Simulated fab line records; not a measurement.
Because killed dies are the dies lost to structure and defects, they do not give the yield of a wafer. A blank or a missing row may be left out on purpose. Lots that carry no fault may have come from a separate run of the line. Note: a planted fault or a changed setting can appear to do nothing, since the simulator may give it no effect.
Which tool was responsible? || flow n5Finfet || route of 1938 steps, sampled at 1 step: 10 lots, 28 wafers

## WHAT THE GAUGES SHOWED, per wafer
N5_MOL_CONTACT_COAG_THK_MEAS_29.
{"lot": "L958", "measured": "day 5 09:58", "on": "filmMetro-01", "MD_CAP_THK (nm)": "18.02 17.89 17.97"}
{"lot": "L959", "measured": "day 5 18:18", "on": "filmMetro-02", "MD_CAP_THK (nm)": "17.86 17.95 17.89"}
{"lot": "L965", "measured": "day 7 09:27", "on": "filmMetro-01", "MD_CAP_THK (nm)": "17.94 17.84"}
{"lot": "L966", "measured": "day 7 11:50", "on": "filmMetro-01", "MD_CAP_THK (nm)": "17.90 17.95 18.01"}
{"lot": "L967", "measured": "day 7 21:47", "on": "filmMetro-02", "MD_CAP_THK (nm)": "17.88 18.00"}
{"lot": "L973", "measured": "day 9 05:39", "on": "filmMetro-02", "MD_CAP_THK (nm)": "17.94 17.88 17.87"}
{"lot": "L975", "measured": "day 9 18:52", "on": "filmMetro-01", "MD_CAP_THK (nm)": "18.04 18.06 17.95"}
{"lot": "L976", "measured": "day 10 00:03", "on": "filmMetro-01", "MD_CAP_THK (nm)": "17.92 17.95 17.90"}
{"lot": "L977", "measured": "day 10 11:13", "on": "filmMetro-01", "MD_CAP_THK (nm)": "17.98 17.86 17.97"}
{"lot": "L979", "measured": "day 11 00:50", "on": "filmMetro-02", "MD_CAP_THK (nm)": "17.85 17.78 17.84"}

## TOOL THAT RAN EACH LOT (tool first, then ch and the chambers of the sampled wafers, then the start)
Record: no process step prior to these readings.

## THE ANSWER, worked out from the rows above alone
Rule: usual is defined by the lots themselves. The widest of any qualifying gaps counts: lots, ordered by their means at a reading, are off when they make up no more than a third of the lots, leave a main group of 4 or more, and stand apart from it by 3 or more times the standard deviation of that group's means. If all means in a main group match to the digits the tables above print for the reading, that group is not used. A lot without any number at a reading at which 4 lots or more have one is off too. Where the step has rows for the other lots, those lots are counted as sound.
No lot is off at any reading shown: from this, nothing can be told.

## WHAT THE SIMULATOR PUT IN
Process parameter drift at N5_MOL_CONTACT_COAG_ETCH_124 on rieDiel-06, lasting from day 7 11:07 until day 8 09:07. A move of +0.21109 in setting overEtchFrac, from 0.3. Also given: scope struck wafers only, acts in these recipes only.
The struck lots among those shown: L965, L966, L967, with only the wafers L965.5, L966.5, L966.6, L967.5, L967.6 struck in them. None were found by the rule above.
